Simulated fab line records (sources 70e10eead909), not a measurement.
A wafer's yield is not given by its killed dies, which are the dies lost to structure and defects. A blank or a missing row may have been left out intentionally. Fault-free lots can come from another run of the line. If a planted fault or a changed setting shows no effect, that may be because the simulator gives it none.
Comparing a struck lot with a sound one :: flow nand-harc :: 14 out of 1302 route steps
Sound: wafers L844.1, L844.4, L844.5. Struck: wafer L840.4 (left out: L840.5, L840.6 of the same lot, which were not struck); the cause appears at the end.
For every step that has rows: the tool of each side, followed by ch and its chambers, followed by its first start. Under that, the readings that differ: sound wafers :: struck wafers :: difference of the means :: sigmas: that difference in standard deviations of wafers without a fault.
alike: words and numbers the same on both sides, and readings whose means are apart by under 2 such deviations; not compared: readings that were withheld, readings missing a value for some wafer, numbers with overlapping values and no deviation given by the record, and bounds like >300 which may hide the same value.
A row with sigmas, a row that says differs or no value, or rows on one side alone: a step with any of these is where the two part. Non-overlapping numbers with no deviation appear without sigmas and do not part them. Lack of a reading on every wafer of one side parts them only where that side has two or more wafers.

first, 1 step without rows for these wafers: NHARC_A_STAIRCASE_HARDBAKE_311 (time 140 s).
NHARC_A_STAIRCASE_DESCUM_312: chemistry O2, time 3 s.
  sound on rie-diel-02 ch 0,1, day 22 11:47; struck on rie-diel-02 ch 2, day 20 06:28
  alike: drypump-motor-current-A, o2-flow-sccm, oes-product-au, rf-vpp-V, showerhead-plenum-p-Torr, throttle-valve-pct
  not compared: rf-hours-counter-h
NHARC_A_STAIRCASE_ETCH_313: etches the open film in CF4/CHF3.
  sound on rie-diel-02 ch 1,2,3, day 22 11:53; struck on rie-diel-02 ch 1, day 20 06:32
  alike: drypump-motor-current-A, oes-product-au, rf-fwd-power-W, rf-vpp-V, showerhead-plenum-p-Torr, throttle-valve-pct
  not compared: rf-hours-counter-h
NHARC_A_STAIRCASE_HM_OPEN_463: chemistry O2/COS.
  sound on rie-diel-02 ch 1,3; struck on rie-diel-02 ch 3
  alike: drypump-motor-current-A, o2-flow-sccm, oes-product-au, rf-fwd-power-W, rf-vpp-V, showerhead-plenum-p-Torr, throttle-valve-pct
  not compared: rf-hours-counter-h
then, 1 step without rows for these wafers: NHARC_A_STAIRCASE_STRIP_464 (strips in O2/COS).
NHARC_A_STAIRCASE_ETCH_453: etches the open film in CF4/O2, target depth 30 nm, overetch 3 nm, time 16.5 s.
  sound on rie-diel-02 ch 0,2,3; struck on rie-diel-02 ch 2
  alike: drypump-motor-current-A, o2-flow-sccm, oes-product-au, rf-fwd-power-W, rf-vpp-V, showerhead-plenum-p-Torr, throttle-valve-pct
  not compared: rf-hours-counter-h
then, 1 step without rows for these wafers: NHARC_A_STAIRCASE_ETCH_315 (etches the open film in C4F8/O2/Ar, target depth 2500 nm, time 607.1 s).
NHARC_A_STAIRCASE_STRIP_316: strips in O2.
  sound on rie-diel-02 ch 1,3; struck on rie-diel-02 ch 0
reading: drypump-motor-current-A (A)
sound: 5.1 5.6 5.6
struck: 6.7
difference: +1.3
sigmas: +2

reading: oes-product-au (a.u.)
sound: 1.005 1.015 1.010
struck: 0.984
difference: -0.026
sigmas: -2
  alike: o2-flow-sccm, rf-vpp-V, showerhead-plenum-p-Torr, throttle-valve-pct
  not compared: rf-hours-counter-h
then, 3 steps without rows for these wafers: NHARC_A_STAIRCASE_STRIP_317 (strips in SPM, time 900 s); NHARC_A_STAIRCASE_PRECLEAN_318 (cleans in SC1); NHARC_A_STAIRCASE_SRD_329.
NHARC_A_STAIRCASE_ALD_415: deposits SiO2, target thk 30 nm, pulse time 6 s, ald cycles 300.
  sound on ald-hk-01 ch 1,2, day 22 13:40; struck on ald-hk-03 ch 2, day 20 08:32
reading: ald-cycles
sound: 300 300 300
struck: 191
difference: -109
sigmas: 
  alike: heater-power-w, precursor-pulse-height-rel
then, 2 steps without rows for these wafers: NHARC_A_STAIRCASE_ETCHBACK_416 (etches the open film in C4F8/O2/Ar, target depth 36 nm, time 7.2 s); NHARC_END_SORT_01.

== WHERE THEY PART ==
Only at NHARC_A_STAIRCASE_STRIP_316, within this record. Later steps at which nothing parts them and some readings are alike: NHARC_A_STAIRCASE_ALD_415.

WHY: what the simulator had put in
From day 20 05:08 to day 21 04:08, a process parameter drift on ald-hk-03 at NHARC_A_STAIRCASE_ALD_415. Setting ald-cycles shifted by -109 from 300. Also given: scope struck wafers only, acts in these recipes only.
